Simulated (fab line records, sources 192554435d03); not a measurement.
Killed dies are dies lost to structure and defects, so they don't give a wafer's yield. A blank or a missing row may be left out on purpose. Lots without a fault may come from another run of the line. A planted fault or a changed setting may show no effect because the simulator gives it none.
Chamber matching | flow n5_finfet | N5_FIN_SAQP_ETCH_64 on rie_si-02: 4 sister chambers
The step etches SiO2 in CF4, target depth 1.5 nm. 14 wafers are shown with their chamber, then 7 later ones without.

WAFERS WITH THEIR CHAMBER
wafer  | chamber | drypump_motor_current_A (A) | throttle_valve_pct (%) | oes_product_au (a.u.)
L076.3 | 3       | 5.7                         | 21.96                  | 0.970
L076.4 | 3       | 5.7                         | 21.96                  | 0.959
L076.6 | 0       | 5.1                         | 21.70                  | 1.018
L077.2 | 2       | 6.1                         | 21.53                  | 1.005
L077.5 | 2       | 6.1                         | 21.55                  | 1.013
L077.6 | 3       | 5.7                         | 21.98                  | 0.975
L080.1 | 3       | 5.7                         | 21.97                  | 0.955
L080.2 | 2       | 6.1                         | 21.51                  | 1.015
L080.4 | 2       | 6.0                         | 21.53                  | 1.008
L081.2 | 2       | 6.1                         | 21.55                  | 1.010
L081.5 | 1       | 6.3                         | 21.73                  | 1.022
L081.6 | 2       | 6.1                         | 21.55                  | 1.001
L086.2 | 2       | 6.1                         | 21.55                  | 0.997
L086.3 | 3       | 5.7                         | 21.95                  | 0.945

SIGNATURES (means of the wafers above)
reading                 | chamber 0 | chamber 1 | chamber 2 | chamber 3 | scatter within a chamber
drypump_motor_current_A | 5.100     | 6.300     | 6.086     | 5.700     | 0.0293
throttle_valve_pct      | 21.7000   | 21.7300   | 21.5386   | 21.9640   | 0.0142
oes_product_au          | 1.01800   | 1.02200   | 1.00700   | 0.96080   | 0.00907
Rule: a wafer's distance from a chamber is the root of the sum, over the readings, of the square of ((its reading less the chamber's mean) divided by the reading's scatter). The wafer belongs to the nearest chamber; if the next one is less than 2 further off, it can't be placed. The scatter: the root of (the sum of the squares of (reading less its chamber's mean) over the shown wafers, divided by (wafers less chambers)).

WAFERS WITHOUT THEIR CHAMBER
wafer  | drypump_motor_current_A (A) | throttle_valve_pct (%) | oes_product_au (a.u.)
L086.5 | 5.7                         | 21.96                  | 0.949
L095.2 | 6.1                         | 21.55                  | 1.015
L095.3 | 6.3                         | 21.73                  | 1.019
L095.5 | 5.1                         | 21.69                  | 1.023
L097.1 | 5.1                         | 21.70                  | 1.018
L097.3 | 6.1                         | 21.53                  | 1.005
L097.5 | 6.1                         | 21.54                  | 0.993

WHICH CHAMBER EACH WENT THROUGH
wafer  | from the rows above | in truth
L086.5 | 3                   | 3
L095.2 | 2                   | 2
L095.3 | 1                   | 1
L095.5 | 0                   | 0
L097.1 | 0                   | 0
L097.3 | 2                   | 2
L097.5 | 2                   | 2
Placed correctly: 7 of 7. Can't be placed from these rows: 0. Placed wrongly: 0.
